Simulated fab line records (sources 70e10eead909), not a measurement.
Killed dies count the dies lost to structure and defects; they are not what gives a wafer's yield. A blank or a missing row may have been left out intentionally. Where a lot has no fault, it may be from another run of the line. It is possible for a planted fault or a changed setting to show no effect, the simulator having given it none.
Matching of chambers ; flow nandHarc ; 4 sister chambers for NHARC_A_STAIRCASE_DESCUM_11 on rieDiel-06
The step chemistry O2, time 3 s. 7 wafers are shown with their chamber, then 8 later ones without.

WAFERS WITH THEIR CHAMBER
wafer;chamber;drypumpMotorCurrentA (A);showerheadPlenumPTorr (Torr)
L076.1;1;5.6;1.77
L079.2;3;5.3;1.91
L082.2;0;5.3;1.83
L086.2;0;5.3;1.83
L086.5;2;6.2;1.92
L086.6;3;5.2;1.90
L089.1;2;6.3;1.92

WAFERS WHOSE CHAMBER IS MISSING
wafer;drypumpMotorCurrentA (A);showerheadPlenumPTorr (Torr)
L089.4;5.3;1.83
L089.5;5.3;1.90
L090.2;5.3;1.90
L090.3;5.6;2.07
L090.6;5.3;1.83
L095.2;5.3;1.89
L095.4;6.3;1.91
L095.5;5.6;2.07

EACH ONE'S CHAMBER
wafer;from the rows above;in truth
L089.4;0;0
L089.5;3;3
L090.2;3;3
L090.3;2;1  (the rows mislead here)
L090.6;0;0
L095.2;3;3
L095.4;2;2
L095.5;2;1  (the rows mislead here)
Correctly placed: 6 of 8. Not placeable from these rows: 0. Number placed wrongly: 2.
How it was worked out, from the rows above alone: a wafer's distance from a chamber is the root of the sum, over the readings, of the square of ((its reading less the chamber's mean) divided by the reading's scatter). If the next closest chamber is less than 2 further off than the closest, the wafer can't be placed; otherwise it belongs to the closest. For every chamber, the mean is computed from those of its wafers that are shown. How the scatter is found: for the shown wafers, subtract from each reading the mean of its chamber, square and add these, divide the total by (wafers less chambers), then take the root.
